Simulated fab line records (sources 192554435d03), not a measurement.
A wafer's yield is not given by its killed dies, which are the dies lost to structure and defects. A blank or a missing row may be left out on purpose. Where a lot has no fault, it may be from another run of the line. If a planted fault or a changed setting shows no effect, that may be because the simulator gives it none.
Chamber matching	flow n5_finfet	N5_FIN_SAQP_SPACER1_ALD_24 on ald_sin-03: 4 sister chambers
The step deposits SiO2, target thk 20.3 nm, pulse time 1 s, purge time 2 s. 4 wafers are shown with their chamber, then 6 later ones without.

EACH WAFER AND ITS CHAMBER
wafer	chamber	heater_power_outer_w (W)
L375.2	3	306
L378.1	1	212
L379.4	2	281
L379.5	0	275

WAFERS WITH NO CHAMBER GIVEN
wafer	heater_power_outer_w (W)
L379.6	307
L383.3	208
L383.4	305
L385.3	286
L385.4	312
L385.6	213

CHAMBER TAKEN BY EACH
wafer	from the rows above	in truth
L379.6	3	3
L383.3	1	1
L383.4	3	3
L385.3	can't be placed: 2 or 0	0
L385.4	3	3
L385.6	1	1
Correct placement for 5 of the 6. Can't be placed from these rows: 1 (the true chamber is among the candidates in 1). Wrongly placed: 0.
How it was worked out, from the rows above alone: a wafer's distance from a chamber is the root of the sum, over the readings, of the square of ((its reading less the chamber's mean) divided by the reading's scatter). If the next closest chamber is less than 2 further off than the closest, the wafer can't be placed; otherwise it belongs to the closest. For every chamber, the mean is computed from those of its wafers that are shown. The scatter: with one shown wafer a chamber, the root of the mean of the squares of how far each hidden wafer lies from its nearest shown one.
